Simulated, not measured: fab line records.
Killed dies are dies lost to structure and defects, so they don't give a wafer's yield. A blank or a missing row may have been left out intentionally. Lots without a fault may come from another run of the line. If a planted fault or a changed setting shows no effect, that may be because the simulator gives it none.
Chamber matching | flow nand harc | NHARC_P_GATE_STRIP_101 on rie diel-11 has 4 sister chambers
The step strips in O2, time 20 s. 14 wafers are shown with their chamber, then 7 later ones without.

== EACH WAFER AND ITS CHAMBER ==
wafer  | chamber | showerhead plenum p Torr (Torr) | drypump motor current A (A) | oes product au (a.u.)
L080.1 | 2       | 3.36                            | 5.6                         | 1.002
L080.2 | 3       | 3.43                            | 5.4                         | 0.989
L080.4 | 0       | 3.50                            | 6.2                         | 0.983
L083.1 | 1       | 3.64                            | 6.4                         | 1.008
L083.5 | 2       | 3.36                            | 5.6                         | 1.016
L083.6 | 3       | 3.43                            | 5.4                         | 1.002
L085.2 | 3       | 3.43                            | 5.4                         | 1.006
L085.3 | 2       | 3.36                            | 5.6                         | 1.003
L085.5 | 1       | 3.64                            | 6.4                         | 1.003
L086.1 | 2       | 3.35                            | 5.6                         | 1.007
L086.2 | 0       | 3.49                            | 6.1                         | 0.987
L086.3 | 1       | 3.64                            | 6.4                         | 1.002
L091.1 | 0       | 3.49                            | 6.1                         | 0.975
L091.3 | 2       | 3.35                            | 5.6                         | 1.000

SIGNATURES, as means of the wafers listed above
reading                  | chamber 0 | chamber 1 | chamber 2 | chamber 3 | scatter within a chamber
showerhead plenum p Torr | 3.4933    | 3.6400    | 3.3560    | 3.4300    | 0.00432
drypump motor current A  | 6.133     | 6.400     | 5.600     | 5.400     | 0.0258
oes product au           | 0.98167   | 1.00433   | 1.00560   | 0.99900   | 0.00644
Rule: for a wafer and a chamber, the distance is found by dividing, reading by reading, the gap between the wafer's reading and the chamber's mean by the reading's scatter, squaring, summing and taking the root. If the next closest chamber is less than 2 further off than the closest, the wafer can't be placed; otherwise it belongs to the closest. The scatter: the root of (the sum of the squares of (reading less its chamber's mean) over the shown wafers, divided by (wafers less chambers)).

== WAFERS WITHOUT THEIR CHAMBER ==
wafer  | showerhead plenum p Torr (Torr) | drypump motor current A (A) | oes product au (a.u.)
L091.4 | 3.42                            | 5.4                         | 0.993
L093.1 | 3.35                            | 5.6                         | 0.999
L093.3 | 3.64                            | 6.4                         | 1.004
L093.6 | 3.42                            | 5.4                         | 0.993
L097.1 | 3.63                            | 6.4                         | 1.000
L097.2 | 3.42                            | 5.4                         | 0.993
L097.3 | 3.34                            | 5.7                         | 0.996

== EACH ONE'S CHAMBER ==
wafer  | from the rows above | in truth
L091.4 | 3                   | 3
L093.1 | 2                   | 2
L093.3 | 1                   | 1
L093.6 | 3                   | 3
L097.1 | 1                   | 1
L097.2 | 3                   | 3
L097.3 | 2                   | 2
Correctly placed: 7 of 7. Left unplaced by these rows: 0. 0 placed wrongly.
